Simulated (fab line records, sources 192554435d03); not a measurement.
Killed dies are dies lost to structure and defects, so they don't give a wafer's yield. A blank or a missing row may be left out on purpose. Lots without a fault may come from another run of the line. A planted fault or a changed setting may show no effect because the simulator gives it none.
Split-lot experiment | flow n5_finfet | 7 lots, 21 wafers read, on a route of 1938 steps

THE SPLIT
At N5_BEOL_M7_DESCUM_33 (chemistry O2, time 7 s), the setting time_s was moved away from the recipe's 7 s on 7 of the 21 wafers read, by -17.6% to +18.1%. The other wafers ran this setting at the recipe's value.

FROM THE SPLIT TO THE READING: what the file shows between them, 1 step
- N5_BEOL_M7_ETCH_72: etches underlayer in N2/H2, target depth 6.5 nm, time 5.2 s

THE READING
CAR-EUV_of_BEOL_M7_COAT_22.thk_nm (the simulator's own value, which no gauge read), in nm, at N5_BEOL_M7_ETCH_65 (etches SiARC in CF4, target depth 15.6 nm, time 26 s). The file gives no usual value for it. The 14 wafers here that ran the recipe average 11.2 nm, standard deviation 0.15 nm.

wafer  | tool, chamber at the split | time_s as run, s | against the recipe | CAR-EUV_of_BEOL_M7_COAT_22.thk_nm, nm | against lot-mates on the recipe
L075.3 | rie_diel-04, 0,0,1         | 7                | recipe             | 11                                    | -
L075.5 | rie_diel-04, 0,0,1         | 7                | recipe             | 11.2                                  | -
L075.6 | rie_diel-04, 0,0,1         | 7                | recipe             | 11.2                                  | -
L076.2 | rie_diel-04, 1             | 7                | recipe             | 11                                    | -
L076.4 | rie_diel-04, 3             | 7.833            | +11.9%             | 10.6                                  | -0.4
L076.6 | rie_diel-04, 3             | 7.833            | +11.9%             | 10.6                                  | -0.4
L074.1 | rie_diel-06, 3             | 8.264            | +18.1%             | 10.6                                  | -0.8
L074.3 | rie_diel-06, 0,3           | 7                | recipe             | 11.4                                  | -
L074.5 | rie_diel-06, 0,3           | 7                | recipe             | 11.4                                  | -
L077.1 | rie_diel-06, 3             | 6.361            | -9.1%              | 11.6                                  | +0.6
L077.2 | rie_diel-06, 0             | 7                | recipe             | 11                                    | -
L077.5 | rie_diel-06, 3             | 6.361            | -9.1%              | 11.4                                  | +0.4
L084.3 | rie_diel-01, 0,1           | 7                | recipe             | 11.4                                  | -
L084.4 | rie_diel-01, 2             | 7.782            | +11.2%             | 10.8                                  | -0.5
L084.5 | rie_diel-01, 0,1           | 7                | recipe             | 11.2                                  | -
L086.1 | rie_diel-01, 3             | 7                | recipe             | 11.2                                  | -
L086.5 | rie_diel-01, 1             | 7                | recipe             | 11.2                                  | -
L086.3 | rie_diel-01, 0             | 5.769            | -17.6%             | 11.8                                  | +0.6
L096.4 | rie_diel-01, 2,0,3         | 7                | recipe             | 11                                    | -
L096.5 | rie_diel-01, 2,0,3         | 7                | recipe             | 11                                    | -
L096.6 | rie_diel-01, 2,0,3         | 7                | recipe             | 11                                    | -
Where a row lists several chambers, the file gives one row for several wafers and doesn't say which wafer went through which chamber.

THE FIT
A straight line over all 21 wafers: CAR-EUV_of_BEOL_M7_COAT_22.thk_nm changes by -0.037 nm for each +1% of time_s; r = -0.90; the points scatter about the line by 0.14 nm.
The same after taking each lot's own level away (the mean of its wafers on the recipe; 21 wafers): -0.0408 nm for each +1%; r = -0.97; scatter 0.083 nm.
On that fit, the largest move of time_s shifts the reading by 0.74 nm.
The lots' own levels span 11.00 to 11.40 nm, that is 2.6 times the standard deviation above.
So the lot-to-lot level changes the slope little: the two slopes agree.
Check: with one of the wafers moved furthest among these (+18.1%) left out of the fit, the line predicts -0.697 nm for it against its lot-mates. It came out at -0.8 nm against them.

THE WHOLE CHAIN: every reading that the file lists as answering this split, in the file's order
step                 | what it does                                                | reading                                                                            | change (the file's fit)                | r (the file's)
N5_BEOL_M7_DESCUM_33 | chemistry O2, time 7 s                                      | CAR-EUV_of_BEOL_M7_COAT_22.thk_nm (the simulator's own value, which no gauge read) | -0.0367 nm for each +1% of the setting | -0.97
N5_BEOL_M7_ETCH_72   | etches underlayer in N2/H2, target depth 6.5 nm, time 5.2 s | CAR-EUV_of_BEOL_M7_COAT_22.thk_nm (the simulator's own value, which no gauge read) | -0.0418 nm for each +1% of the setting | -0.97
N5_BEOL_M7_ETCH_65   | etches SiARC in CF4, target depth 15.6 nm, time 26 s        | CAR-EUV_of_BEOL_M7_COAT_22.thk_nm (the simulator's own value, which no gauge read) | -0.0405 nm for each +1% of the setting | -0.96

THE FILE'S OWN FIT
CAR-EUV_of_BEOL_M7_COAT_22.thk_nm changes by -0.0405 nm for each +1% of time_s, r = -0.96.
